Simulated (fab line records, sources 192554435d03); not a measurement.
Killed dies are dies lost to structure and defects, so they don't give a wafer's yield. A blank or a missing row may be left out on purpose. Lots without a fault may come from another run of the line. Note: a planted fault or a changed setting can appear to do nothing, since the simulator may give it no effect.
Split-lot trial + flow n5 finfet + route with 1938 steps; 7 lots, 21 wafers read

## ON THE SPLIT
At N5_PMOS_HMC_CHANNEL_EPI_PEB_07 (peb time 60 s), the setting peb temp c was moved away from the recipe's 110 C on 8 of the 21 wafers read, by -2.0% to +3.1%. This setting was run at the recipe's value on the other wafers.

## THE PATH FROM SPLIT TO READING: the file shows 1 step between them
- N5_PMOS_HMC_CHANNEL_EPI_DEVELOP_08: develop time 30 s (also split here: develop time s)

## THE READING
cd nm at N5_PMOS_HMC_CHANNEL_EPI_CD_MEAS_09, given in nm (cd target 237.4 nm). Typical for fault-free wafers on this fab line: 237.6 nm, with standard deviation 0.96 nm.

| wafer  | tool, chamber at the split | peb temp c as run, C | against the recipe | cd nm, nm | against lot-mates on the recipe |
|--------|----------------------------|----------------------|--------------------|-----------|---------------------------------|
| L083.3 | litho track-04, 0          | 110                  | recipe             | 237.3     | -                               |
| L083.4 | litho track-04, 0          | 113.2                | +2.9%              | 246.5     | +9.2                            |
| L083.6 | litho track-04, 0          | 113.2                | +2.9%              | 245.4     | +8.1                            |
| L089.2 | litho track-04, 0          | 110                  | recipe             | 235.7     | -                               |
| L089.5 | litho track-04, 0          | 110                  | recipe             | 236.0     | -                               |
| L089.6 | litho track-04, 0          | 111.2                | +1.1%              | 240.5     | +4.7                            |
| L090.1 | litho track-03, 0          | 110                  | recipe             | 237.9     | -                               |
| L090.2 | litho track-03, 0          | 110                  | recipe             | 237.1     | -                               |
| L090.6 | litho track-03, 0          | 110                  | recipe             | 237.6     | -                               |
| L091.2 | litho track-04, 0          | 113.4                | +3.1%              | 246.9     | +10.6                           |
| L091.4 | litho track-04, 0          | 110                  | recipe             | 236.3     | -                               |
| L091.5 | litho track-04, 0          | 113.4                | +3.1%              | 247.8     | +11.5                           |
| L092.1 | litho track-04, 0          | 110                  | recipe             | 239.3     | -                               |
| L092.3 | litho track-04, 0          | 112.2                | +2.0%              | 242.4     | +3.1                            |
| L092.5 | litho track-04, 0          | 112.2                | +2.0%              | 244.7     | +5.4                            |
| L094.2 | litho track-04, 0          | 110                  | recipe             | 239.5     | -                               |
| L094.4 | litho track-04, 0          | 110                  | recipe             | 238.3     | -                               |
| L094.6 | litho track-04, 0          | 110                  | recipe             | 237.2     | -                               |
| L097.1 | litho track-04, 0          | 110                  | recipe             | 238.4     | -                               |
| L097.2 | litho track-04, 0          | 107.8                | -2.0%              | 230.6     | -7.6                            |
| L097.4 | litho track-04, 0          | 110                  | recipe             | 237.9     | -                               |

THE FIT
A straight line over all 21 wafers: cd nm changes by +3.09 nm for each +1% of peb temp c; r = +0.97; the points scatter about the line by 1.1 nm.
The same after taking each lot's own level away (the mean of its wafers on the recipe; 21 wafers): +3.22 nm for each +1%; r = +0.97; scatter 1.1 nm.
The reading moves by 9.9 nm for the largest change in peb temp c, on that fit.
The span of the lots' own levels, 235.85 to 239.30 nm, comes to 3.6 times the standard deviation stated above.
The two slopes agree, so the slope changes little with the lot-to-lot level.
Check: with one of the wafers moved furthest among these (+3.1%) left out of the fit, the line predicts +9.58 nm for it against its lot-mates. It came out at +10.6 nm against them.

## THE OTHER SPLITS THESE WAFERS WENT THROUGH
These wafers also went through other splits before the reading. Each is held against what the fit with the lots' levels taken away leaves over:
| other split on the same wafers                    | wafers away from the commonest value | r with cd nm (lot level and that fit taken away) |
|---------------------------------------------------|--------------------------------------|--------------------------------------------------|
| N5_WELL_APT_PEB_06 peb time s                     | 8                                    | -0.08                                            |
| N5_WELL_APT_DESCUM_13 time s                      | 6                                    | -0.34                                            |
| N5_PMOS_HMC_CHANNEL_EPI_DEVELOP_08 develop time s | 10                                   | +0.17                                            |

## THE WHOLE CHAIN: every reading that the file lists as answering this split, in the file's order
| step                               | what it does                                                           | reading                                                                     | change (the file's fit)              | r (the file's) |
|------------------------------------|------------------------------------------------------------------------|-----------------------------------------------------------------------------|--------------------------------------|----------------|
| N5_PMOS_HMC_CHANNEL_EPI_CD_MEAS_09 | target cd 237.4 nm                                                     | cd nm                                                                       | +3.24 nm for each +1% of the setting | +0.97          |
| N5_PMOS_HMC_CHANNEL_EPI_DESCUM_14  | chemistry O2, time 7.9 s                                               | PMOS_HMC_CHANNEL_EPI.cd nm (the simulator's own value, which no gauge read) | +3.13 nm for each +1% of the setting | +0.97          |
| N5_PMOS_HMC_CHANNEL_EPI_ETCH_32    | etches BARC in N2/H2, stops on SiO2, target depth 85.8 nm, time 50.3 s | PMOS_HMC_CHANNEL_EPI.cd nm (the simulator's own value, which no gauge read) | +3.19 nm for each +1% of the setting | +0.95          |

## FILE'S OWN FIT
cd nm changes by +3.24 nm for each +1% of peb temp c, r = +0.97.
